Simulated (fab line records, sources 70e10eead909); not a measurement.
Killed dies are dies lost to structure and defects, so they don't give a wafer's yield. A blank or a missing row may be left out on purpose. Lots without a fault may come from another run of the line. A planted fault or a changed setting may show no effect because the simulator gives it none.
Chamber matching | flow nand_harc | NHARC_A_STAIRCASE_DEP_301 on pecvd-03: 3 sister chambers
The step deposits SiON, target thk 30 nm. 6 wafers are shown with their chamber, then 10 later ones without.

WAFERS WITH THEIR CHAMBER
wafer  | chamber | susceptor_temp_C (C) | heater_power_w (W)
L083.5 | 2       | 399.88               | 816
L085.3 | 1       | 400.03               | 836
L085.4 | 2       | 399.93               | 803
L085.6 | 0       | 399.88               | 839
L089.1 | 0       | 400.12               | 721
L089.2 | 1       | 399.46               | 783

WAFERS WITHOUT THEIR CHAMBER
wafer  | susceptor_temp_C (C) | heater_power_w (W)
L089.5 | 399.75               | 800
L088.1 | 399.95               | 712
L088.2 | 399.83               | 862
L088.6 | 399.69               | 729
L092.2 | 400.03               | 826
L092.3 | 399.80               | 788
L092.5 | 399.58               | 818
L093.4 | 399.91               | 842
L093.5 | 399.86               | 823
L093.6 | 400.14               | 780

WHICH CHAMBER EACH WENT THROUGH
wafer  | from the rows above          | in truth
L089.5 | can't be placed: 1 or 2 or 0 | 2
L088.1 | can't be placed: 0 or 2 or 1 | 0
L088.2 | can't be placed: 2 or 1 or 0 | 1
L088.6 | can't be placed: 1 or 0 or 2 | 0
L092.2 | can't be placed: 2 or 0 or 1 | 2
L092.3 | can't be placed: 1 or 2 or 0 | 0
L092.5 | can't be placed: 1 or 2 or 0 | 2
L093.4 | can't be placed: 2 or 1 or 0 | 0
L093.5 | can't be placed: 2 or 1 or 0 | 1
L093.6 | can't be placed: 0 or 2 or 1 | 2
Placed correctly: 0 of 10. Can't be placed from these rows: 10 (the true chamber is among the candidates in 10). Placed wrongly: 0.
How it was worked out, from the rows above alone: a wafer's distance from a chamber is the root of the sum, over the readings, of the square of ((its reading less the chamber's mean) divided by the reading's scatter). The wafer belongs to the nearest chamber; if the next one is less than 2 further off, it can't be placed. A chamber's mean is the mean of its shown wafers. The scatter: the root of (the sum of the squares of (reading less its chamber's mean) over the shown wafers, divided by (wafers less chambers)).
